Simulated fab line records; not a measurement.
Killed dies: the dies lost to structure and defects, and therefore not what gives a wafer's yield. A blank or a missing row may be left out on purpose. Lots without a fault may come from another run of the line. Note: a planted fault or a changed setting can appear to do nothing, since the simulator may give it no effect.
Struck lot and sound lot, side by side    flow nand harc    14 steps out of a route of 1302
Sound: the wafers L999.2, L999.5, L999.6. Wafers struck: L990.1, L990.3, L990.4. Last of all comes the cause.
Order at every step that has rows: each side's tool, ch and its chambers, its first start. Under that, the readings that differ: sound wafers    struck wafers    difference of the means    sigmas: that difference in standard deviations of wafers without a fault.
alike: same words and numbers on both sides, and readings whose means sit less than 2 such deviations apart. not compared: any withheld reading, any reading some wafer has no value for, any bound like >300 that may hide the same value, and any number with overlapping values for which the record gives no deviation.
A row with sigmas, a row that says differs or no value, or rows on one side alone: a step with any of these is where the two part. When numbers do not overlap yet have no deviation, they are printed without sigmas and do not part them. Lack of a reading on every wafer of one side parts them only where that side has two or more wafers.

first, 5 steps without rows for these wafers: NHARC_A_STAIRCASE_ETCH_15 (etches the open film in C4F8/O2, target depth 100 nm, time 40.5 s); NHARC_A_STAIRCASE_TRIM_16 (chemistry O2, time 211.2 s); NHARC_A_STAIRCASE_ETCH_17 (etches the open film in C4F8/O2, target depth 100 nm, time 40.5 s); NHARC_A_STAIRCASE_TRIM_18 (chemistry O2, time 211.2 s); NHARC_A_STAIRCASE_ETCH_19 (etches the open film in C4F8/O2, target depth 100 nm, time 40.5 s).
NHARC_A_STAIRCASE_TRIM_20: chemistry O2, time 211.2 s.
  sound on rie diel-07 ch 0,1, day 24 08:44; struck on rie diel-08 ch 0,2,3, day 20 05:30
  alike: chamber pressure mTorr, drypump motor current A, mfc ar sccm, o2 flow sccm, oes product au, rf vpp V, showerhead plenum p Torr, throttle valve pct
  not compared: rf hours counter h
NHARC_A_STAIRCASE_ETCH_21: etches the open film in C4F8/O2, target depth 100 nm, time 40.5 s.
  sound: rie diel-07 ch 0,1; struck: rie diel-08 ch 0,2,3
reading                sound              struck             difference  sigmas
oes product au (a.u.)  0.936 0.942 0.938  0.973 0.958 0.987  +0.034      +2
rf vpp V (V)           901 898 903        893 888 895        -9          -2
  not compared: rf hours counter h
NHARC_A_STAIRCASE_TRIM_22: chemistry O2, time 211.2 s.
  sound: rie diel-07 ch 0,1; struck: rie diel-08 ch 0,1,3
  alike: chamber pressure mTorr, drypump motor current A, mfc ar sccm, o2 flow sccm, oes product au, rf vpp V, showerhead plenum p Torr, throttle valve pct
  not compared: rf hours counter h
then, 2 steps without rows for these wafers: NHARC_A_STAIRCASE_ETCH_23 (etches the open film in C4F8/O2, target depth 100 nm, time 40.5 s); NHARC_A_STAIRCASE_TRIM_24 (chemistry O2, time 211.2 s).
NHARC_A_STAIRCASE_ETCH_25: etches the open film in C4F8/O2, target depth 100 nm, time 40.5 s.
  sound: rie diel-07 ch 2,3; struck: rie diel-08 ch 0,1,3
  alike: oes product au, rf vpp V
  not compared: rf hours counter h
NHARC_A_STAIRCASE_TRIM_26: chemistry O2, time 211.2 s.
  sound on rie diel-07 ch 0,1,3, day 24 09:32; struck on rie diel-08 ch 0,2,3, day 20 06:13
  no value came back on the struck wafers for any of 9 readings (bias w (W), chamber pressure mTorr (mTorr) and others); on the sound wafers bias w (W) reads 0 0 0
  not compared: rf hours counter h
NHARC_A_STAIRCASE_ETCH_27: etches the open film in C4F8/O2, target depth 100 nm, time 40.5 s.
  sound: rie diel-07 ch 1,2,3; struck: rie diel-08 ch 0,2,3
  alike: oes product au, rf vpp V
  not compared: rf hours counter h
-- record jumps: 8 days between struck wafers' starts before vs after; left off in module A_STAIRCASE, resumes in module END, first step shown is number 1302 of the route --
NHARC_END_SORT_01:
  the record has rows for the struck wafers here (prober-02 ch 0, day 28 10:53) and none for the sound ones

WHERE THEY PART
Earliest at NHARC_A_STAIRCASE_ETCH_21; latest, in this record, at NHARC_END_SORT_01.

WHY: what had been put in by the simulator
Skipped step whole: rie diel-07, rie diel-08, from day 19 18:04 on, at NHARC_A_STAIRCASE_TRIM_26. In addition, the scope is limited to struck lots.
